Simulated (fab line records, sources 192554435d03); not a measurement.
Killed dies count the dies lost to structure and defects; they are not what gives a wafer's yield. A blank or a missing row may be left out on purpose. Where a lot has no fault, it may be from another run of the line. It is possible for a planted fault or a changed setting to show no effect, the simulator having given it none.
Matching of chambers	flow n5 finfet	pecvd-03 running N5_FIN_SAQP_PECVD_48: 3 sister chambers
The step deposits SiNx from SiH4/NH3/N2, target thk 25 nm, time 22.1 s. 6 wafers are shown with their chamber, then 7 later ones without.

## EACH WAFER AND ITS CHAMBER
wafer	chamber	throttle valve pct (%)	showerhead plenum p Torr (Torr)
L088.1	2	36.8	5.18
L088.6	0	39.5	5.13
L090.5	1	44.9	5.07
L090.6	0	40.0	5.12
L091.4	1	44.8	5.06
L091.5	2	36.9	5.17

## WAFERS WHOSE CHAMBER IS MISSING
wafer	throttle valve pct (%)	showerhead plenum p Torr (Torr)
L091.6	39.5	5.13
L095.3	45.1	5.08
L095.4	44.6	5.06
L095.5	39.8	5.14
L097.1	37.2	5.17
L097.2	44.9	5.06
L097.6	36.9	5.17

## THE CHAMBER EACH PASSED THROUGH
wafer	from the rows above	in truth
L091.6	0	0
L095.3	1	1
L095.4	1	1
L095.5	0	0
L097.1	2	2
L097.2	1	1
L097.6	2	2
Correct placement for 7 of the 7. Not placeable from these rows: 0. Number placed wrongly: 0.
How it was worked out, from the rows above alone: a wafer's distance from a chamber is the root of the sum, over the readings, of the square of ((its reading less the chamber's mean) divided by the reading's scatter). The wafer belongs to the nearest chamber; if the next one is less than 2 further off, it can't be placed. The mean given for a chamber averages the wafers shown for that chamber. How the scatter is found: for the shown wafers, subtract from each reading the mean of its chamber, square and add these, divide the total by (wafers less chambers), then take the root.
